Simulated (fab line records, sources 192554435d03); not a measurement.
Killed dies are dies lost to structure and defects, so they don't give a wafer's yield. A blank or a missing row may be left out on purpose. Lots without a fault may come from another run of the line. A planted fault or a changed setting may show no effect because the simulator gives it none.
Which tool did it? | flow n5_finfet | 10 lots, 30 wafers sampled, at 3 steps of a route of 1938

WHAT THE GAUGES READ, wafer by wafer
N5_BEOL_M6_CD_MEAS_18: pitch 80 nm, target cd 40 nm.
lot  | measured     | on        | cd_nm (nm)
L913 | day 8 12:40  | cd_sem-01 | 40.0 41.0 40.2
L914 | day 9 06:02  | cd_sem-02 | 40.1 40.5 41.0
L919 | day 10 22:28 | cd_sem-01 | 39.3 40.1 40.1
L924 | day 11 13:37 | cd_sem-03 | 39.2 41.2 40.3
L926 | day 12 08:20 | cd_sem-01 | 40.1 40.6 40.9
L927 | day 12 12:01 | cd_sem-02 | 40.7 40.0 40.1
L930 | day 13 00:50 | cd_sem-03 | 40.1 39.0 39.7
L931 | day 13 12:14 | cd_sem-01 | 39.2 39.5 40.5
L933 | day 13 12:59 | cd_sem-01 | 39.6 39.1 39.8
L936 | day 14 14:37 | cd_sem-03 | 40.7 40.4 40.4

N5_BEOL_M6_INSPECT_30: inspects for defects (brightfield).
lot  | measured     | on                | raw_defect_count
L913 | day 8 13:14  | defect_inspect-01 | 330 345 285
L914 | day 9 06:34  | defect_inspect-01 | 380 427 309
L919 | day 10 22:59 | defect_inspect-01 | 415 1786 430
L924 | day 11 14:21 | defect_inspect-02 | 321 1702 438
L926 | day 12 10:50 | defect_inspect-02 | 450 487 708
L927 | day 12 12:26 | defect_inspect-02 | 565 404 685
L930 | day 13 01:21 | defect_inspect-01 | 268 298 346
L931 | day 13 12:51 | defect_inspect-01 | 362 312 522
L933 | day 13 15:39 | defect_inspect-01 | 249 291 395
L936 | day 14 15:01 | defect_inspect-02 | 451 341 486

WHICH TOOL RAN EACH LOT (tool, then ch and the chambers of the sampled wafers, then the start)
lot  | N5_BEOL_M6_STRIP_67
L913 | rie_diel-05 ch 0,3, day 8 12:26
L914 | rie_diel-05 ch 0,1,3, day 9 05:49
L919 | rie_diel-04 ch 0,1,2, day 10 22:11
L924 | rie_diel-04 ch 0,2,3, day 11 13:24
L926 | rie_diel-05 ch 0,2,3, day 12 08:07
L927 | rie_diel-05 ch 1,3, day 12 11:40
L930 | rie_diel-05 ch 1,2,3, day 13 00:37
L931 | rie_diel-02 ch 0,1,2, day 13 12:01
L933 | rie_diel-05 ch 0,1,3, day 13 12:44
L936 | rie_diel-05 ch 0,1,3, day 14 14:23
- N5_BEOL_M6_STRIP_67: strips in CF4.

WHAT THE TOOLS THEMSELVES READ (means of the sampled wafers that have a number; where no wafer has one, the mark that the record gives instead)
N5_BEOL_M6_STRIP_67.
lot  | tool        | drypump_motor_current_A (A) | oes_product_au (a.u.) | power_w (W) | rf_vpp_V (V) | showerhead_plenum_p_Torr (Torr) | throttle_valve_pct (%)
L913 | rie_diel-05 | 5.6                         | 0.81                  | 300.2       | 271.7        | 1.87                            | 13.54
L914 | rie_diel-05 | 5.6                         | 0.84                  | 299.8       | 272.5        | 1.83                            | 13.52
L919 | rie_diel-04 | 5.7                         | 0.78                  | 299.2       | 272.0        | 1.79                            | 13.46
L924 | rie_diel-04 | 5.5                         | 0.77                  | 300.2       | 272.3        | 1.83                            | 13.54
L926 | rie_diel-05 | 5.7                         | 0.73                  | 299.8       | 272.1        | 1.84                            | 13.56
L927 | rie_diel-05 | 5.5                         | 0.83                  | 300.9       | 270.8        | 1.77                            | 13.54
L930 | rie_diel-05 | 5.6                         | 0.75                  | 300.6       | 271.1        | 1.80                            | 13.52
L931 | rie_diel-02 | 5.8                         | 0.78                  | 300.3       | 270.4        | 1.78                            | 13.54
L933 | rie_diel-05 | 5.6                         | 0.79                  | 299.8       | 271.6        | 1.82                            | 13.59
L936 | rie_diel-05 | 5.6                         | 0.88                  | 299.9       | 270.9        | 1.82                            | 13.42

THE ANSWER, worked out from the rows above alone
Rule: what is usual is taken from the lots themselves. Put in order of their means at a reading, lots are off if they are a third of the lots or fewer, leave a main group of 4 or more, and stand apart from it by a gap of 3 or more times the standard deviation of the main group's means; of several such gaps the widest counts. A main group whose means are all the same, to the digits that the tables above print for the reading, isn't used. A lot without any number at a reading at which 4 lots or more have one is off too. The other lots that the step has rows for count as sound. The gauges are gone through in route order, then the tools' own readings, and for those a lot's mean is taken as printed above. The first step at which some lot is off is used, and at that step the reading that is off furthest; a lot without a number counts as furthest.
No lot is off at any reading shown: from this, nothing can be told.

WHAT THE SIMULATOR HAD PUT IN
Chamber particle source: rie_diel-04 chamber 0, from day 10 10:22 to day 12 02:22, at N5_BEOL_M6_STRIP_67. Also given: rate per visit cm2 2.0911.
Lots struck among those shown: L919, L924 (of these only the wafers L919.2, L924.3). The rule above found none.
